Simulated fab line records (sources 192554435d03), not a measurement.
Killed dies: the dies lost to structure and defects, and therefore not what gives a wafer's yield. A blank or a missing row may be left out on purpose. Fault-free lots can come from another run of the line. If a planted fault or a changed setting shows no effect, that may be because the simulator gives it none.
fab line records / flow n5-finfet / part 2 of 2: steps 25 to 31 of 31
record lots=5 wafers=15 last-day=19
route steps=1938 shown BEOL_M5@1182 BEOL_M6@1194
lots untouched by any fault: they come from a run of this same line in which no faults occurred
start-h: the number of hours between the record's first day and the start of the first shown wafer of the lot / wait-h: hours from the lot's prior step to this one / " as in the row above / L1.1+2: one row covering several wafers at once / - value missing, or start not given / * or withheld: withheld / < > ~ a bound
route shown NAME@n: a module of which the file shows steps, and the number in the route of the first / usual: mean/standard deviation of fault-free wafers / same: alike in all rows / chamber/n: place in a boat / sites: per-site readings / _std_site: their standard deviation / _edge_site: outer sites' mean less inner sites' / radius-mm: how far each site lies from the wafer's centre / mask NAME#n: copy n / behind: tool/chamber where the wafer was last shaped / hold: why the lot went on hold/how many hours it stayed there/how the hold came to an end / device: which transistor (n, p or np) failed to switch / end of line: the route-end tests of the same wafers / where a step has no rows: the recipe by itself / killed: dies that structure and defects cost at the first sort, which is not the same as the wafer's yield / map: shows each die of a wafer: x if killed, . if not, _ if none is there
set.NAME: the setting as run; set.NAME@STEP: as run at that earlier step / model.NAME: the simulator's own value behind a step, which no gauge read
certain route steps with their lots: each step a table, each wafer a row
services: a tool's chamber out of use, with start hour (start-h, from the record's first day; less than 0 if before it), hours out, and reason
## steps
# step N5_BEOL_M6_DEVELOP_10
# recipe develop-time-s=30 developer=TMAH resist=CAR-ArF rinse-liquid=diw dry=air-spin dev-temp-c=23
# usual exhaust-pa=44.9/0.91
lot.wafer=L081.1 tool=litho-track-05 chamber=0 start-h=- wait-h=- exhaust-pa=45.8
lot.wafer=L081.4 tool=litho-track-05 chamber=0 start-h=- wait-h=- exhaust-pa=45.4
lot.wafer=L081.6 tool=litho-track-05 chamber=0 start-h=- wait-h=- exhaust-pa=46.3
lot.wafer=L080.3 tool=litho-track-03 chamber=0 start-h=- wait-h=- exhaust-pa=44.2
lot.wafer=L080.4 tool=litho-track-03 chamber=0 start-h=- wait-h=- exhaust-pa=45.7
lot.wafer=L080.5 tool=litho-track-03 chamber=0 start-h=- wait-h=- exhaust-pa=45.8
lot.wafer=L087.3 tool=litho-track-03 chamber=0 start-h=- wait-h=- exhaust-pa=44.3
lot.wafer=L087.4 tool=litho-track-03 chamber=0 start-h=- wait-h=- exhaust-pa=44.6
lot.wafer=L087.5 tool=litho-track-03 chamber=0 start-h=- wait-h=- exhaust-pa=44.1
lot.wafer=L095.2 tool=litho-track-03 chamber=0 start-h=- wait-h=- exhaust-pa=44.3
lot.wafer=L095.3 tool=litho-track-03 chamber=0 start-h=- wait-h=- exhaust-pa=45.0
lot.wafer=L095.6 tool=litho-track-03 chamber=0 start-h=- wait-h=- exhaust-pa=45.4
lot.wafer=L094.4 tool=litho-track-03 chamber=0 start-h=- wait-h=- exhaust-pa=44.7
lot.wafer=L094.5 tool=litho-track-03 chamber=0 start-h=- wait-h=- exhaust-pa=46.1
lot.wafer=L094.6 tool=litho-track-03 chamber=0 start-h=- wait-h=- exhaust-pa=44.2
# step N5_BEOL_M6_CD_MEAS_11
# recipe target-cd-nm=38.5 landing-energy-ev=500 detector=se-inlens polarity=opening
# usual cd-nm=38.6/0.49
lot.wafer=L081.1 tool=cd-sem-01 chamber=0 start-h=251.54 wait-h=- cd-nm=38.6
lot.wafer=L081.4 tool=cd-sem-01 chamber=0 start-h=251.54 wait-h=- cd-nm=39.4
lot.wafer=L081.6 tool=cd-sem-01 chamber=0 start-h=251.54 wait-h=- cd-nm=37.7
lot.wafer=L080.3 tool=cd-sem-02 chamber=0 start-h=262.91 wait-h=- cd-nm=38.5
lot.wafer=L080.4 tool=cd-sem-02 chamber=0 start-h=262.91 wait-h=- cd-nm=39.1
lot.wafer=L080.5 tool=cd-sem-02 chamber=0 start-h=262.91 wait-h=- cd-nm=38.6
lot.wafer=L087.3 tool=cd-sem-02 chamber=0 start-h=297.47 wait-h=- cd-nm=38.3
lot.wafer=L087.4 tool=cd-sem-02 chamber=0 start-h=297.47 wait-h=- cd-nm=38.7
lot.wafer=L087.5 tool=cd-sem-02 chamber=0 start-h=297.47 wait-h=- cd-nm=38.5
lot.wafer=L095.2 tool=cd-sem-03 chamber=0 start-h=350.94 wait-h=- cd-nm=38.9
lot.wafer=L095.3 tool=cd-sem-03 chamber=0 start-h=350.94 wait-h=- cd-nm=39.0
lot.wafer=L095.6 tool=cd-sem-03 chamber=0 start-h=350.94 wait-h=- cd-nm=38.5
lot.wafer=L094.4 tool=cd-sem-01 chamber=0 start-h=351.13 wait-h=- cd-nm=38.7
lot.wafer=L094.5 tool=cd-sem-01 chamber=0 start-h=351.13 wait-h=- cd-nm=37.9
lot.wafer=L094.6 tool=cd-sem-01 chamber=0 start-h=351.13 wait-h=- cd-nm=39.7
# step N5_BEOL_M6_OVL_MEAS_12
# recipe points-per-wafer=44
# usual M6_OVL=0.0/0.77
lot.wafer=L081.1 tool=overlay-02 chamber=0 start-h=251.57 wait-h=0.0 M6_OVL[nm]=-1.0
lot.wafer=L081.4 tool=overlay-02 chamber=0 start-h=251.57 wait-h=0.0 M6_OVL[nm]=-0.9
lot.wafer=L081.6 tool=overlay-02 chamber=0 start-h=251.57 wait-h=0.0 M6_OVL[nm]=-0.7
lot.wafer=L080.3 tool=overlay-02 chamber=0 start-h=262.94 wait-h=0.0 M6_OVL[nm]=-0.4
lot.wafer=L080.4 tool=overlay-02 chamber=0 start-h=262.94 wait-h=0.0 M6_OVL[nm]=-0.6
lot.wafer=L080.5 tool=overlay-02 chamber=0 start-h=262.94 wait-h=0.0 M6_OVL[nm]=0.1
lot.wafer=L087.3 tool=overlay-02 chamber=0 start-h=297.50 wait-h=0.0 M6_OVL[nm]=-1.1
lot.wafer=L087.4 tool=overlay-02 chamber=0 start-h=297.50 wait-h=0.0 M6_OVL[nm]=-0.5
lot.wafer=L087.5 tool=overlay-02 chamber=0 start-h=297.50 wait-h=0.0 M6_OVL[nm]=-1.1
lot.wafer=L095.2 tool=overlay-02 chamber=0 start-h=350.97 wait-h=0.0 M6_OVL[nm]=0.1
lot.wafer=L095.3 tool=overlay-02 chamber=0 start-h=350.97 wait-h=0.0 M6_OVL[nm]=0.1
lot.wafer=L095.6 tool=overlay-02 chamber=0 start-h=350.97 wait-h=0.0 M6_OVL[nm]=-0.4
lot.wafer=L094.4 tool=overlay-02 chamber=0 start-h=351.16 wait-h=0.0 M6_OVL[nm]=0.2
lot.wafer=L094.5 tool=overlay-02 chamber=0 start-h=351.16 wait-h=0.0 M6_OVL[nm]=-1.5
lot.wafer=L094.6 tool=overlay-02 chamber=0 start-h=351.16 wait-h=0.0 M6_OVL[nm]=-1.8
# step N5_BEOL_M6_INSPECT_13
# recipe mode=adi inspect-instrument=brightfield
# usual raw-defect-count=383/81
lot.wafer=L081.1 tool=defect-inspect-02 chamber=- start-h=251.60 wait-h=0.0 raw-defect-count=557
lot.wafer=L081.4 tool=defect-inspect-02 chamber=- start-h=251.60 wait-h=0.0 raw-defect-count=530
lot.wafer=L081.6 tool=defect-inspect-02 chamber=- start-h=251.60 wait-h=0.0 raw-defect-count=350
lot.wafer=L080.3 tool=defect-inspect-01 chamber=- start-h=262.96 wait-h=0.0 raw-defect-count=363
lot.wafer=L080.4 tool=defect-inspect-01 chamber=- start-h=262.96 wait-h=0.0 raw-defect-count=344
lot.wafer=L080.5 tool=defect-inspect-01 chamber=- start-h=262.96 wait-h=0.0 raw-defect-count=407
lot.wafer=L087.3 tool=defect-inspect-01 chamber=- start-h=297.53 wait-h=0.0 raw-defect-count=337
lot.wafer=L087.4 tool=defect-inspect-01 chamber=- start-h=297.53 wait-h=0.0 raw-defect-count=427
lot.wafer=L087.5 tool=defect-inspect-01 chamber=- start-h=297.53 wait-h=0.0 raw-defect-count=376
lot.wafer=L095.2 tool=defect-inspect-02 chamber=- start-h=350.99 wait-h=0.0 raw-defect-count=341
lot.wafer=L095.3 tool=defect-inspect-02 chamber=- start-h=350.99 wait-h=0.0 raw-defect-count=420
lot.wafer=L095.6 tool=defect-inspect-02 chamber=- start-h=350.99 wait-h=0.0 raw-defect-count=428
lot.wafer=L094.4 tool=defect-inspect-02 chamber=- start-h=351.19 wait-h=0.0 raw-defect-count=339
lot.wafer=L094.5 tool=defect-inspect-02 chamber=- start-h=351.19 wait-h=0.0 raw-defect-count=368
lot.wafer=L094.6 tool=defect-inspect-02 chamber=- start-h=351.19 wait-h=0.0 raw-defect-count=266
# step N5_BEOL_M6_DESCUM_16
# recipe chemistry=O2 time-s=7.9 source-power-w=50 bias-power-w=20 pressure-mtorr=20 rf-frequency-hz=2.712e+07 temp-c=40 resist=CAR-ArF o2-flow-sccm=225
# usual drypump-motor-current-A=5.76/0.27 oes-product-au=0.82/0.076 rf-vpp-V=243.4/1.3 showerhead-plenum-p-Torr=2.11/0.064 throttle-valve-pct=20.28/0.29
lot.wafer=L081.1 tool=rie-diel-05 chamber=3 start-h=251.63 wait-h=0.0 drypump-motor-current-A=5.92 oes-product-au=0.93 rf-hours-counter-h=12 rf-vpp-V=242.1 showerhead-plenum-p-Torr=2.05 throttle-valve-pct=20.26
lot.wafer=L081.4 tool=rie-diel-05 chamber=0 start-h=251.63 wait-h=0.0 drypump-motor-current-A=5.59 oes-product-au=0.76 rf-hours-counter-h=142 rf-vpp-V=242.7 showerhead-plenum-p-Torr=2.11 throttle-valve-pct=20.29
lot.wafer=L081.6 tool=rie-diel-05 chamber=1 start-h=251.63 wait-h=0.0 drypump-motor-current-A=5.81 oes-product-au=0.88 rf-hours-counter-h=- rf-vpp-V=243.0 showerhead-plenum-p-Torr=2.12 throttle-valve-pct=19.84
lot.wafer=L080.3 tool=rie-diel-04 chamber=3 start-h=263.00 wait-h=0.0 drypump-motor-current-A=6.01 oes-product-au=0.83 rf-hours-counter-h=72 rf-vpp-V=245.7 showerhead-plenum-p-Torr=2.22 throttle-valve-pct=20.48
lot.wafer=L080.4 tool=rie-diel-04 chamber=1 start-h=263.00 wait-h=0.0 drypump-motor-current-A=6.07 oes-product-au=0.89 rf-hours-counter-h=36 rf-vpp-V=242.1 showerhead-plenum-p-Torr=2.12 throttle-valve-pct=20.25
lot.wafer=L080.5 tool=rie-diel-04 chamber=0 start-h=263.00 wait-h=0.0 drypump-motor-current-A=5.41 oes-product-au=0.96 rf-hours-counter-h=- rf-vpp-V=241.8 showerhead-plenum-p-Torr=2.06 throttle-valve-pct=20.06
lot.wafer=L087.3 tool=rie-diel-05 chamber=2 start-h=297.98 wait-h=0.5 drypump-motor-current-A=6.15 oes-product-au=0.80 rf-hours-counter-h=114 rf-vpp-V=242.8 showerhead-plenum-p-Torr=2.08 throttle-valve-pct=20.52
lot.wafer=L087.4 tool=rie-diel-05 chamber=0 start-h=297.98 wait-h=0.5 drypump-motor-current-A=5.61 oes-product-au=0.74 rf-hours-counter-h=157 rf-vpp-V=242.8 showerhead-plenum-p-Torr=2.11 throttle-valve-pct=20.32
lot.wafer=L087.5 tool=rie-diel-05 chamber=1 start-h=297.98 wait-h=0.5 drypump-motor-current-A=5.80 oes-product-au=0.85 rf-hours-counter-h=- rf-vpp-V=244.1 showerhead-plenum-p-Torr=2.11 throttle-valve-pct=19.85
lot.wafer=L095.2 tool=rie-diel-06 chamber=0 start-h=351.03 wait-h=0.0 drypump-motor-current-A=5.58 oes-product-au=0.79 rf-hours-counter-h=110 rf-vpp-V=244.8 showerhead-plenum-p-Torr=2.19 throttle-valve-pct=20.49
lot.wafer=L095.3 tool=rie-diel-06 chamber=2 start-h=351.03 wait-h=0.0 drypump-motor-current-A=5.76 oes-product-au=0.80 rf-hours-counter-h=102 rf-vpp-V=245.2 showerhead-plenum-p-Torr=2.19 throttle-valve-pct=20.07
lot.wafer=L095.6 tool=rie-diel-06 chamber=3 start-h=351.03 wait-h=0.0 drypump-motor-current-A=5.26 oes-product-au=0.87 rf-hours-counter-h=- rf-vpp-V=244.1 showerhead-plenum-p-Torr=2.11 throttle-valve-pct=19.82
lot.wafer=L094.4 tool=rie-diel-05 chamber=1 start-h=351.41 wait-h=0.2 drypump-motor-current-A=5.79 oes-product-au=0.81 rf-hours-counter-h=83 rf-vpp-V=244.5 showerhead-plenum-p-Torr=2.10 throttle-valve-pct=19.90
lot.wafer=L094.5 tool=rie-diel-05 chamber=2 start-h=351.41 wait-h=0.2 drypump-motor-current-A=6.13 oes-product-au=0.77 rf-hours-counter-h=- rf-vpp-V=243.6 showerhead-plenum-p-Torr=2.08 throttle-valve-pct=20.58
lot.wafer=L094.6 tool=rie-diel-05 chamber=3 start-h=351.41 wait-h=0.2 drypump-motor-current-A=5.88 oes-product-au=0.85 rf-hours-counter-h=- rf-vpp-V=242.5 showerhead-plenum-p-Torr=2.03 throttle-valve-pct=20.31
# step N5_BEOL_M6_ETCH_61
# recipe chemistry=CF4 target=SiARC target-depth-a=455 mask-material=CAR-ArF time-s=75.8 ion-energy-ev=80 pressure-mtorr=40 source-w=545 bias-w=36 Ar_flow_sccm=100 cf4-flow-sccm=100 ends=cleared
# usual bias-w=35.99/0.12 drypump-motor-current-A=5.76/0.27 etch-rf-on-time-s=76.2/1.4 oes-product-au=0.70/0.066 rf-vpp-V=184.3/1.1 showerhead-plenum-p-Torr=2.16/0.061 throttle-valve-pct=15.50/0.25
lot.wafer=L081.1 tool=rie-diel-05 chamber=3 start-h=251.67 wait-h=0.0 bias-w=36.03 drypump-motor-current-A=5.88 etch-rf-on-time-s=78.0 oes-product-au=0.79 rf-hours-counter-h=12 rf-vpp-V=183.5 showerhead-plenum-p-Torr=2.12 throttle-valve-pct=15.46
lot.wafer=L081.4 tool=rie-diel-05 chamber=0 start-h=251.67 wait-h=0.0 bias-w=36.09 drypump-motor-current-A=5.55 etch-rf-on-time-s=76.4 oes-product-au=0.65 rf-hours-counter-h=142 rf-vpp-V=184.6 showerhead-plenum-p-Torr=2.14 throttle-valve-pct=15.38
lot.wafer=L081.6 tool=rie-diel-05 chamber=1 start-h=251.67 wait-h=0.0 bias-w=35.80 drypump-motor-current-A=5.80 etch-rf-on-time-s=77.3 oes-product-au=0.74 rf-hours-counter-h=- rf-vpp-V=184.6 showerhead-plenum-p-Torr=2.18 throttle-valve-pct=15.14
lot.wafer=L080.3 tool=rie-diel-04 chamber=3 start-h=263.03 wait-h=0.0 bias-w=35.96 drypump-motor-current-A=6.02 etch-rf-on-time-s=74.4 oes-product-au=0.72 rf-hours-counter-h=72 rf-vpp-V=183.5 showerhead-plenum-p-Torr=2.26 throttle-valve-pct=15.58
lot.wafer=L080.4 tool=rie-diel-04 chamber=1 start-h=263.03 wait-h=0.0 bias-w=36.05 drypump-motor-current-A=6.02 etch-rf-on-time-s=74.5 oes-product-au=0.77 rf-hours-counter-h=36 rf-vpp-V=184.2 showerhead-plenum-p-Torr=2.17 throttle-valve-pct=15.41
lot.wafer=L080.5 tool=rie-diel-04 chamber=0 start-h=263.03 wait-h=0.0 bias-w=35.96 drypump-motor-current-A=5.44 etch-rf-on-time-s=74.6 oes-product-au=0.82 rf-hours-counter-h=- rf-vpp-V=182.7 showerhead-plenum-p-Torr=2.12 throttle-valve-pct=15.20
lot.wafer=L087.3 tool=rie-diel-05 chamber=2 start-h=298.01 wait-h=0.0 bias-w=36.13 drypump-motor-current-A=6.14 etch-rf-on-time-s=76.6 oes-product-au=0.68 rf-hours-counter-h=114 rf-vpp-V=182.5 showerhead-plenum-p-Torr=2.14 throttle-valve-pct=15.77
lot.wafer=L087.4 tool=rie-diel-05 chamber=0 start-h=298.01 wait-h=0.0 bias-w=35.99 drypump-motor-current-A=5.58 etch-rf-on-time-s=76.6 oes-product-au=0.63 rf-hours-counter-h=157 rf-vpp-V=184.3 showerhead-plenum-p-Torr=2.14 throttle-valve-pct=15.38
lot.wafer=L087.5 tool=rie-diel-05 chamber=1 start-h=298.01 wait-h=0.0 bias-w=35.93 drypump-motor-current-A=5.80 etch-rf-on-time-s=77.5 oes-product-au=0.72 rf-hours-counter-h=- rf-vpp-V=185.8 showerhead-plenum-p-Torr=2.17 throttle-valve-pct=15.18
lot.wafer=L095.2 tool=rie-diel-06 chamber=0 start-h=351.06 wait-h=0.0 bias-w=36.04 drypump-motor-current-A=5.58 etch-rf-on-time-s=76.2 oes-product-au=0.66 rf-hours-counter-h=110 rf-vpp-V=184.9 showerhead-plenum-p-Torr=2.24 throttle-valve-pct=15.73
lot.wafer=L095.3 tool=rie-diel-06 chamber=2 start-h=351.06 wait-h=0.0 bias-w=35.89 drypump-motor-current-A=5.74 etch-rf-on-time-s=75.7 oes-product-au=0.67 rf-hours-counter-h=102 rf-vpp-V=186.4 showerhead-plenum-p-Torr=2.25 throttle-valve-pct=15.36
lot.wafer=L095.6 tool=rie-diel-06 chamber=3 start-h=351.06 wait-h=0.0 bias-w=36.08 drypump-motor-current-A=5.26 etch-rf-on-time-s=74.2 oes-product-au=0.76 rf-hours-counter-h=- rf-vpp-V=185.1 showerhead-plenum-p-Torr=2.18 throttle-valve-pct=15.15
lot.wafer=L094.4 tool=rie-diel-05 chamber=1 start-h=351.44 wait-h=0.0 bias-w=36.33 drypump-motor-current-A=5.78 etch-rf-on-time-s=78.6 oes-product-au=0.69 rf-hours-counter-h=83 rf-vpp-V=184.7 showerhead-plenum-p-Torr=2.17 throttle-valve-pct=15.22
lot.wafer=L094.5 tool=rie-diel-05 chamber=2 start-h=351.44 wait-h=0.0 bias-w=36.03 drypump-motor-current-A=6.14 etch-rf-on-time-s=77.4 oes-product-au=0.65 rf-hours-counter-h=- rf-vpp-V=184.6 showerhead-plenum-p-Torr=2.13 throttle-valve-pct=15.81
lot.wafer=L094.6 tool=rie-diel-05 chamber=3 start-h=351.44 wait-h=0.0 bias-w=35.78 drypump-motor-current-A=5.92 etch-rf-on-time-s=77.4 oes-product-au=0.72 rf-hours-counter-h=- rf-vpp-V=183.1 showerhead-plenum-p-Torr=2.11 throttle-valve-pct=15.58
# step N5_BEOL_M6_ETCH_62
# recipe chemistry=N2/H2 target=SOC target-depth-a=1100 overetch-a=220 mask-material=SiARC temp-c=40 time-s=165 ion-energy-ev=200 pressure-mtorr=30 source-w=840 bias-w=150 n2-flow-sccm=200 h2-flow-sccm=200
# usual bias-w=150.1/0.43 drypump-motor-current-A=5.77/0.27 n2-flow-sccm=200.1/0.57 oes-product-au=0.70/0.061 rf-vpp-V=524.4/2.4 showerhead-plenum-p-Torr=2.57/0.078 throttle-valve-pct=17.7/0.31
lot.wafer=L081.1 tool=rie-diel-05 chamber=3 start-h=251.72 wait-h=0.0 bias-w=149.7 drypump-motor-current-A=5.91 n2-flow-sccm=199.7 oes-product-au=0.79 rf-hours-counter-h=12 rf-vpp-V=523.6 showerhead-plenum-p-Torr=2.50 throttle-valve-pct=17.8
lot.wafer=L081.4 tool=rie-diel-05 chamber=0 start-h=251.72 wait-h=0.0 bias-w=150.2 drypump-motor-current-A=5.54 n2-flow-sccm=199.9 oes-product-au=0.64 rf-hours-counter-h=142 rf-vpp-V=524.0 showerhead-plenum-p-Torr=2.54 throttle-valve-pct=17.6
lot.wafer=L081.6 tool=rie-diel-05 chamber=1 start-h=251.72 wait-h=0.0 bias-w=149.9 drypump-motor-current-A=5.82 n2-flow-sccm=199.8 oes-product-au=0.74 rf-hours-counter-h=- rf-vpp-V=524.9 showerhead-plenum-p-Torr=2.58 throttle-valve-pct=17.2
lot.wafer=L080.3 tool=rie-diel-04 chamber=3 start-h=263.09 wait-h=0.0 bias-w=150.9 drypump-motor-current-A=6.04 n2-flow-sccm=200.1 oes-product-au=0.71 rf-hours-counter-h=72 rf-vpp-V=528.0 showerhead-plenum-p-Torr=2.70 throttle-valve-pct=17.8
lot.wafer=L080.4 tool=rie-diel-04 chamber=1 start-h=263.09 wait-h=0.0 bias-w=150.2 drypump-motor-current-A=6.05 n2-flow-sccm=199.9 oes-product-au=0.75 rf-hours-counter-h=36 rf-vpp-V=525.2 showerhead-plenum-p-Torr=2.59 throttle-valve-pct=17.7
lot.wafer=L080.5 tool=rie-diel-04 chamber=0 start-h=263.09 wait-h=0.0 bias-w=150.2 drypump-motor-current-A=5.48 n2-flow-sccm=199.8 oes-product-au=0.80 rf-hours-counter-h=- rf-vpp-V=520.7 showerhead-plenum-p-Torr=2.50 throttle-valve-pct=17.5
lot.wafer=L087.3 tool=rie-diel-05 chamber=2 start-h=298.07 wait-h=0.0 bias-w=150.3 drypump-motor-current-A=6.18 n2-flow-sccm=200.4 oes-product-au=0.67 rf-hours-counter-h=114 rf-vpp-V=523.8 showerhead-plenum-p-Torr=2.56 throttle-valve-pct=18.0
lot.wafer=L087.4 tool=rie-diel-05 chamber=0 start-h=298.07 wait-h=0.0 bias-w=149.8 drypump-motor-current-A=5.56 n2-flow-sccm=199.5 oes-product-au=0.64 rf-hours-counter-h=157 rf-vpp-V=525.2 showerhead-plenum-p-Torr=2.53 throttle-valve-pct=17.6
lot.wafer=L087.5 tool=rie-diel-05 chamber=1 start-h=298.07 wait-h=0.0 bias-w=150.2 drypump-motor-current-A=5.79 n2-flow-sccm=199.7 oes-product-au=0.73 rf-hours-counter-h=- rf-vpp-V=526.1 showerhead-plenum-p-Torr=2.58 throttle-valve-pct=17.3
lot.wafer=L095.2 tool=rie-diel-06 chamber=0 start-h=351.12 wait-h=0.0 bias-w=149.3 drypump-motor-current-A=5.60 n2-flow-sccm=199.9 oes-product-au=0.67 rf-hours-counter-h=110 rf-vpp-V=527.9 showerhead-plenum-p-Torr=2.68 throttle-valve-pct=18.0
lot.wafer=L095.3 tool=rie-diel-06 chamber=2 start-h=351.12 wait-h=0.0 bias-w=150.0 drypump-motor-current-A=5.76 n2-flow-sccm=199.6 oes-product-au=0.67 rf-hours-counter-h=102 rf-vpp-V=526.6 showerhead-plenum-p-Torr=2.66 throttle-valve-pct=17.4
lot.wafer=L095.6 tool=rie-diel-06 chamber=3 start-h=351.12 wait-h=0.0 bias-w=150.3 drypump-motor-current-A=5.29 n2-flow-sccm=200.9 oes-product-au=0.74 rf-hours-counter-h=- rf-vpp-V=524.0 showerhead-plenum-p-Torr=2.58 throttle-valve-pct=17.4
lot.wafer=L094.4 tool=rie-diel-05 chamber=1 start-h=351.50 wait-h=0.0 bias-w=150.4 drypump-motor-current-A=5.82 n2-flow-sccm=199.9 oes-product-au=0.69 rf-hours-counter-h=83 rf-vpp-V=525.7 showerhead-plenum-p-Torr=2.57 throttle-valve-pct=17.3
lot.wafer=L094.5 tool=rie-diel-05 chamber=2 start-h=351.50 wait-h=0.0 bias-w=149.2 drypump-motor-current-A=6.16 n2-flow-sccm=200.3 oes-product-au=0.65 rf-hours-counter-h=- rf-vpp-V=522.7 showerhead-plenum-p-Torr=2.55 throttle-valve-pct=18.1
lot.wafer=L094.6 tool=rie-diel-05 chamber=3 start-h=351.50 wait-h=0.0 bias-w=149.5 drypump-motor-current-A=5.90 n2-flow-sccm=200.6 oes-product-au=0.72 rf-hours-counter-h=- rf-vpp-V=522.5 showerhead-plenum-p-Torr=2.49 throttle-valve-pct=17.9
## services
tool=uv-cure-03 chamber=- start-h=224.02 hours=0.2 kind=repair
tool=uv-cure-01 chamber=- start-h=224.39 hours=3.7 kind=repair
tool=pecvd-01 chamber=- start-h=227.20 hours=4.2 kind=repair
tool=arfi-scanner-03 chamber=- start-h=230.59 hours=1.3 kind=pm
tool=rie-diel-05 chamber=- start-h=238.15 hours=0.8 kind=repair
tool=arfi-scanner-03 chamber=- start-h=245.49 hours=0.4 kind=repair
tool=cvd-co-02 chamber=- start-h=254.53 hours=0.8 kind=repair
tool=pvd-sputter-03 chamber=- start-h=256.81 hours=10.5 kind=repair
tool=arfi-scanner-03 chamber=- start-h=285.04 hours=1.0 kind=pm
tool=arfi-scanner-03 chamber=- start-h=288.18 hours=0.8 kind=pm
tool=pecvd-04 chamber=- start-h=289.15 hours=1.3 kind=repair
tool=rie-diel-04 chamber=- start-h=292.12 hours=28.1 kind=pm
tool=pecvd-04 chamber=- start-h=292.24 hours=0.7 kind=repair
tool=cvd-co-02 chamber=1 start-h=301.81 hours=3.3 kind=repair
tool=arfi-scanner-03 chamber=- start-h=305.54 hours=4.8 kind=pm
tool=pecvd-01 chamber=1 start-h=308.21 hours=9.5 kind=repair
tool=ecd-cu-02 chamber=- start-h=311.70 hours=2.1 kind=repair
tool=cvd-co-02 chamber=- start-h=316.03 hours=2.8 kind=pm
tool=rie-diel-04 chamber=1 start-h=326.00 hours=10.0 kind=repair
tool=cvd-co-01 chamber=1 start-h=327.14 hours=3.5 kind=repair
tool=rie-diel-05 chamber=0 start-h=329.85 hours=3.2 kind=repair
tool=rie-diel-05 chamber=- start-h=339.29 hours=2.8 kind=pm
tool=rie-diel-04 chamber=- start-h=341.02 hours=0.3 kind=repair
tool=ecd-cu-02 chamber=- start-h=350.03 hours=12.8 kind=repair
